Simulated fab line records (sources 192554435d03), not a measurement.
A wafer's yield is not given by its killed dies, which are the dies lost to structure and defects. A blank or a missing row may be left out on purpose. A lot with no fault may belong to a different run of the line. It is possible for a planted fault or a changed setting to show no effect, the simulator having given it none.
The tool behind it: which one?    flow n5Finfet    24 lots, 72 wafers sampled, at 6 steps of a route of 1938

WHAT THE GAUGES SHOWED, per wafer
No reading from a measuring or inspecting step in the record can be judged against a usual standard deviation.

EACH LOT AND THE TOOL THAT RAN IT (in order: tool; ch and the chambers of the sampled wafers; start)
lot   N5_BEOL_M11_TRENCH_ETCH_37                    N5_BEOL_M11_CURE_72           N5_BEOL_M11_DEGAS_44         N5_BEOL_M12_DEGAS_41         N5_BEOL_M12_ANNEAL_48            N5_BEOL_M13_ILD_DEP_00
L075  rieDiel-06 ch 1,2,3, day 10 21:46 or earlier  uvCure-02 ch 0, day 10 21:46  pvdSputter-01, day 10 22:08  pvdSputter-03, day 11 08:26  rtpAnneal-01 ch 0, day 11 09:37  pecvd-04 ch 0,1, day 11 10:24
L074  rieDiel-06 ch 0,3, day 10 22:59 or earlier    uvCure-03 ch 1, day 10 22:59  pvdSputter-02, day 10 23:25  pvdSputter-03, day 11 09:10  rtpAnneal-01 ch 0, day 11 10:23  pecvd-04 ch 0,2, day 11 11:08
L076  rieDiel-06 ch 0,1, day 11 07:59 or earlier    uvCure-02 ch 2, day 11 07:59  pvdSputter-03, day 11 08:22  pvdSputter-02, day 11 19:41  rtpAnneal-01 ch 0, day 11 20:16  pecvd-04 ch 0,1, day 11 20:59
L077  rieDiel-06 ch 1,2, day 11 19:11 or earlier    uvCure-02 ch 2, day 11 19:11  pvdSputter-01, day 11 19:26  pvdSputter-01, day 12 06:05  rtpAnneal-01 ch 0, day 12 06:40  pecvd-03 ch 0,1, day 12 07:22
L078  rieDiel-01 ch 0,1, day 12 02:19 or earlier    uvCure-03 ch 0, day 12 02:19  pvdSputter-03, day 12 02:35  pvdSputter-03, day 12 11:15  rtpAnneal-02 ch 0, day 12 11:53  pecvd-01 ch 1,2, day 12 12:38
L080  rieDiel-06 ch 0,1, day 12 09:46 or earlier    uvCure-01 ch 2, day 12 09:46  pvdSputter-03, day 12 10:25  pvdSputter-02, day 12 15:07  rtpAnneal-02 ch 0, day 12 15:37  pecvd-03 ch 0,1, day 12 16:24
L079  rieDiel-04 ch 2,3, day 12 19:38 or earlier    uvCure-02 ch 1, day 12 19:38  pvdSputter-02, day 12 20:01  pvdSputter-01, day 13 03:52  rtpAnneal-02 ch 0, day 13 04:25  pecvd-01 ch 0,2, day 13 05:10
L081  rieDiel-04 ch 0,2, day 12 20:03 or earlier    uvCure-03 ch 0, day 12 20:03  pvdSputter-03, day 12 20:22  pvdSputter-02, day 13 05:25  rtpAnneal-01 ch 0, day 13 05:55  pecvd-04 ch 0,1, day 13 06:41
L083  rieDiel-04 ch 0,2,3, day 12 22:32 or earlier  uvCure-02 ch 1, day 12 22:32  pvdSputter-01, day 12 22:52  pvdSputter-02, day 13 06:13  rtpAnneal-01 ch 0, day 13 06:48  pecvd-04 ch 0,1,2, day 13 07:29
L082  rieDiel-06 ch 0,1,2, day 13 05:14 or earlier  uvCure-02 ch 0, day 13 05:14  pvdSputter-02, day 13 06:01  pvdSputter-01, day 13 15:12  rtpAnneal-01 ch 0, day 13 15:45  pecvd-03 ch 0,1, day 13 16:29
L084  rieDiel-04 ch 0,2,3, day 13 18:34 or earlier  uvCure-02 ch 2, day 13 18:34  pvdSputter-01, day 13 18:55  pvdSputter-01, day 14 01:16  rtpAnneal-01 ch 0, day 14 02:34  pecvd-03 ch 0,2, day 14 03:20
L085  rieDiel-06 ch 2,3, day 13 22:32 or earlier    uvCure-01 ch 1, day 13 22:32  pvdSputter-03, day 13 22:49  pvdSputter-02, day 14 05:54  rtpAnneal-01 ch 0, day 14 06:28  pecvd-03 ch 0,1, day 14 07:12
L086  rieDiel-01 ch 0,2, day 13 22:48 or earlier    uvCure-03 ch 1, day 13 22:48  pvdSputter-02, day 14 00:43  pvdSputter-01, day 14 09:07  rtpAnneal-02 ch 0, day 14 09:37  pecvd-01 ch 1,2, day 14 10:25
L089  rieDiel-04 ch 0,1,2, day 14 09:07 or earlier  uvCure-03 ch 1, day 14 09:07  pvdSputter-01, day 14 09:32  pvdSputter-02, day 14 17:43  rtpAnneal-01 ch 0, day 14 18:22  pecvd-04 ch 0,2, day 14 19:04
L088  rieDiel-06 ch 0,1, day 14 10:53 or earlier    uvCure-03 ch 0, day 14 10:53  pvdSputter-02, day 14 11:25  pvdSputter-02, day 14 18:02  rtpAnneal-01 ch 0, day 14 18:35  pecvd-04 ch 0,2, day 14 19:20
L087  rieDiel-06 ch 0,3, day 14 15:13 or earlier    uvCure-02 ch 0, day 14 15:13  pvdSputter-02, day 14 17:20  pvdSputter-01, day 14 23:24  rtpAnneal-02 ch 0, day 14 23:55  pecvd-01 ch 0,1,2, day 15 00:43
L091  rieDiel-06 ch 0,2,3, day 14 17:40 or earlier  uvCure-03 ch 2, day 14 17:40  pvdSputter-01, day 14 18:17  pvdSputter-02, day 14 23:32  rtpAnneal-01 ch 0, day 15 00:02  pecvd-04 ch 0,2, day 15 00:49
L090  rieDiel-01 ch 0,2,3, day 14 18:25 or earlier  uvCure-03 ch 2, day 14 18:25  pvdSputter-03, day 14 19:51  pvdSputter-03, day 15 01:20  rtpAnneal-02 ch 0, day 15 01:52  pecvd-03 ch 0,1, day 15 02:39
L092  rieDiel-06 ch 0,1,2, day 15 10:46 or earlier  uvCure-02 ch 1, day 15 10:46  pvdSputter-02, day 15 11:05  pvdSputter-01, day 15 21:56  rtpAnneal-01 ch 0, day 15 22:26  pecvd-01 ch 0,2, day 15 23:13
L094  rieDiel-04 ch 2,3, day 15 11:04 or earlier    uvCure-02 ch 1, day 15 11:04  pvdSputter-03, day 15 11:27  pvdSputter-01, day 15 22:26  rtpAnneal-01 ch 0, day 15 22:56  pecvd-03 ch 0,2, day 15 23:43
L093  rieDiel-01 ch 1,3, day 15 12:28 or earlier    uvCure-01 ch 2, day 15 12:28  pvdSputter-02, day 15 13:26  pvdSputter-01, day 15 22:50  rtpAnneal-02 ch 0, day 15 23:20  pecvd-01 ch 1,2, day 16 00:07
L095  rieDiel-04 ch 0,1,2, day 16 08:03 or earlier  uvCure-02 ch 0, day 16 08:03  pvdSputter-02, day 16 08:25  pvdSputter-03, day 16 16:02  rtpAnneal-02 ch 0, day 16 16:53  pecvd-01 ch 0,1, day 16 17:41
L096  rieDiel-01 ch 2,3, day 16 08:28 or earlier    uvCure-01 ch 1, day 16 08:28  pvdSputter-01, day 16 08:46  pvdSputter-02, day 16 16:02  rtpAnneal-01 ch 0, day 16 16:50  pecvd-04 ch 0,1, day 16 17:35
L097  rieDiel-01 ch 0,3, day 16 23:18 or earlier    uvCure-02 ch 2, day 16 23:18  pvdSputter-02, day 16 23:44  pvdSputter-02, day 17 08:13  rtpAnneal-02 ch 0, day 17 08:49  pecvd-03 ch 1,2, day 17 09:37
- N5_BEOL_M11_TRENCH_ETCH_37: etches SiCOH lowk in C4F6/O2, target depth 148.83 nm, time 48 s.
- N5_BEOL_M11_CURE_72: cures SiCOH lowk, time 120 s.
- N5_BEOL_M11_DEGAS_44: time 60 s.
- N5_BEOL_M12_DEGAS_41: time 60 s.
- N5_BEOL_M12_ANNEAL_48: time 90 s.
- N5_BEOL_M13_ILD_DEP_00: deposits SiOC from DEMS/O2, target thk 837.92 nm, time 166.4 s.

WHAT THE TOOLS THEMSELVES READ (means of the sampled wafers that have a number; where no wafer has one, the mark that the record gives instead)
N5_BEOL_M11_TRENCH_ETCH_37.
lot   tool        drypumpMotorCurrentA (A)  oesProductAu (a.u.)  rfVppV (V)  showerheadPlenumPTorr (Torr)  throttleValvePct (%)
L075  rieDiel-06  5.5                       0.79                 666         2.81                          20.87
L074  rieDiel-06  5.8                       0.71                 661         2.88                          21.10
L076  rieDiel-06  5.6                       0.75                 669         2.72                          20.88
L077  rieDiel-06  5.0                       0.84                 667         2.87                          20.76
L078  rieDiel-01  6.3                       0.72                 667         2.77                          21.12
L080  rieDiel-06  5.6                       0.73                 665         2.82                          21.00
L079  rieDiel-04  5.9                       0.85                 654         2.88                          20.68
L081  rieDiel-04  5.7                       0.78                 660         2.89                          20.87
L083  rieDiel-04  5.7                       0.81                 664         2.90                          20.80
L082  rieDiel-06  5.3                       0.77                 666         2.84                          20.90
L084  rieDiel-04  5.8                       0.81                 665         2.90                          20.82
L085  rieDiel-06  5.7                       0.89                 661         2.86                          20.74
L086  rieDiel-01  5.8                       0.69                 663         2.79                          21.27
L089  rieDiel-04  5.6                       0.83                 669         2.90                          20.99
L088  rieDiel-06  5.6                       0.73                 668         2.71                          20.92
L087  rieDiel-06  6.0                       0.83                 659         2.82                          20.86
L091  rieDiel-06  5.5                       0.81                 661         2.89                          20.90
L090  rieDiel-01  5.7                       0.78                 670         2.83                          21.04
L092  rieDiel-06  5.3                       0.76                 666         2.84                          20.92
L094  rieDiel-04  6.0                       0.84                 658         2.88                          20.63
L093  rieDiel-01  6.1                       0.86                 677         2.81                          20.78
L095  rieDiel-04  5.5                       0.81                 669         2.89                          21.03
L096  rieDiel-01  5.7                       0.85                 676         2.86                          20.84
L097  rieDiel-01  6.1                       0.94                 676         2.95                          20.81

N5_BEOL_M11_CURE_72.
lot   tool       lampPowerPct (%)  wafer_temp_C_max
L075  uvCure-02  52.29             371.9
L074  uvCure-03  52.34             372.1
L076  uvCure-02  52.31             373.4
L077  uvCure-02  52.32             373.5
L078  uvCure-03  52.38             372.1
L080  uvCure-01  52.38             372.4
L079  uvCure-02  52.34             371.3
L081  uvCure-03  52.29             371.9
L083  uvCure-02  52.29             371.4
L082  uvCure-02  52.33             371.4
L084  uvCure-02  52.33             374.1
L085  uvCure-01  52.29             370.9
L086  uvCure-03  52.30             372.0
L089  uvCure-03  52.29             371.8
L088  uvCure-03  52.36             372.5
L087  uvCure-02  52.32             371.6
L091  uvCure-03  52.34             372.2
L090  uvCure-03  52.30             372.6
L092  uvCure-02  52.31             371.7
L094  uvCure-02  52.33             371.3
L093  uvCure-01  52.34             371.8
L095  uvCure-02  52.31             371.2
L096  uvCure-01  52.33             371.4
L097  uvCure-02  52.26             373.9

N5_BEOL_M11_DEGAS_44.
lot   tool           heaterPowerW (W)
L075  pvdSputter-01  331
L074  pvdSputter-02  329
L076  pvdSputter-03  349
L077  pvdSputter-01  379
L078  pvdSputter-03  347
L080  pvdSputter-03  365
L079  pvdSputter-02  298
L081  pvdSputter-03  352
L083  pvdSputter-01  341
L082  pvdSputter-02  311
L084  pvdSputter-01  335
L085  pvdSputter-03  351
L086  pvdSputter-02  287
L089  pvdSputter-01  339
L088  pvdSputter-02  350
L087  pvdSputter-02  352
L091  pvdSputter-01  345
L090  pvdSputter-03  342
L092  pvdSputter-02  279
L094  pvdSputter-03  355
L093  pvdSputter-02  277
L095  pvdSputter-02  297
L096  pvdSputter-01  346
L097  pvdSputter-02  315

N5_BEOL_M12_DEGAS_41.
lot   tool           heaterPowerW (W)
L075  pvdSputter-03  352
L074  pvdSputter-03  353
L076  pvdSputter-02  309
L077  pvdSputter-01  343
L078  pvdSputter-03  353
L080  pvdSputter-02  277
L079  pvdSputter-01  359
L081  pvdSputter-02  325
L083  pvdSputter-02  302
L082  pvdSputter-01  318
L084  pvdSputter-01  348
L085  pvdSputter-02  295
L086  pvdSputter-01  304
L089  pvdSputter-02  293
L088  pvdSputter-02  299
L087  pvdSputter-01  339
L091  pvdSputter-02  284
L090  pvdSputter-03  346
L092  pvdSputter-01  362
L094  pvdSputter-01  338
L093  pvdSputter-01  349
L095  pvdSputter-03  350
L096  pvdSputter-02  348
L097  pvdSputter-02  275

N5_BEOL_M12_ANNEAL_48.
lot   tool          wafer_temp_C_max
L075  rtpAnneal-01  225.61
L074  rtpAnneal-01  225.54
L076  rtpAnneal-01  225.26
L077  rtpAnneal-01  225.62
L078  rtpAnneal-02  225.91
L080  rtpAnneal-02  225.76
L079  rtpAnneal-02  225.94
L081  rtpAnneal-01  225.40
L083  rtpAnneal-01  225.77
L082  rtpAnneal-01  225.67
L084  rtpAnneal-01  225.63
L085  rtpAnneal-01  225.67
L086  rtpAnneal-02  225.95
L089  rtpAnneal-01  225.63
L088  rtpAnneal-01  225.42
L087  rtpAnneal-02  226.17
L091  rtpAnneal-01  225.63
L090  rtpAnneal-02  225.82
L092  rtpAnneal-01  225.67
L094  rtpAnneal-01  225.63
L093  rtpAnneal-02  226.15
L095  rtpAnneal-02  226.16
L096  rtpAnneal-01  225.55
L097  rtpAnneal-02  225.74

N5_BEOL_M13_ILD_DEP_00.
lot   tool      heaterPowerW (W)  showerheadPlenumPTorr (Torr)  throttleValvePct (%)
L075  pecvd-04  482               5.698                         11.7
L074  pecvd-04  425               5.700                         11.1
L076  pecvd-04  477               5.698                         11.5
L077  pecvd-03  487               5.720                         12.5
L078  pecvd-01  539               5.686                         11.4
L080  pecvd-03  483               5.718                         12.3
L079  pecvd-01  553               5.674                         10.9
L081  pecvd-04  456               5.701                         12.1
L083  pecvd-04  474               5.693                         11.6
L082  pecvd-03  445               5.702                         12.0
L084  pecvd-03  447               5.699                         12.3
L085  pecvd-03  464               5.719                         11.9
L086  pecvd-01  512               5.686                         11.5
L089  pecvd-04  414               5.690                         11.0
L088  pecvd-04  442               5.693                         11.1
L087  pecvd-01  455               5.680                         11.1
L091  pecvd-04  465               5.692                         11.1
L090  pecvd-03  468               5.720                         12.5
L092  pecvd-01  528               5.675                         11.0
L094  pecvd-03  415               5.693                         12.2
L093  pecvd-01  492               5.693                         11.5
L095  pecvd-01  529               5.682                         11.4
L096  pecvd-04  477               5.686                         11.8
L097  pecvd-03  402               5.698                         11.4

THE ANSWER, worked out from the rows above alone
Rule: the lots themselves supply what counts as usual. The widest of any qualifying gaps counts: lots, ordered by their means at a reading, are off when they make up no more than a third of the lots, leave a main group of 4 or more, and stand apart from it by 3 or more times the standard deviation of that group's means. Not used: any main group whose means are identical at the precision the tables above print for the reading. A lot without any number at a reading at which 4 lots or more have one is off too. Any other lot the step has rows for is counted as sound. The gauges are gone through in route order, then the tools' own readings, and for those a lot's mean is taken as printed above. The first step at which some lot is off is used, and at that step the reading that is off furthest; a lot without a number counts as furthest.
Across all readings shown, no lot is off: no conclusion can be drawn from this.

WHAT WAS PUT IN BY THE SIMULATOR
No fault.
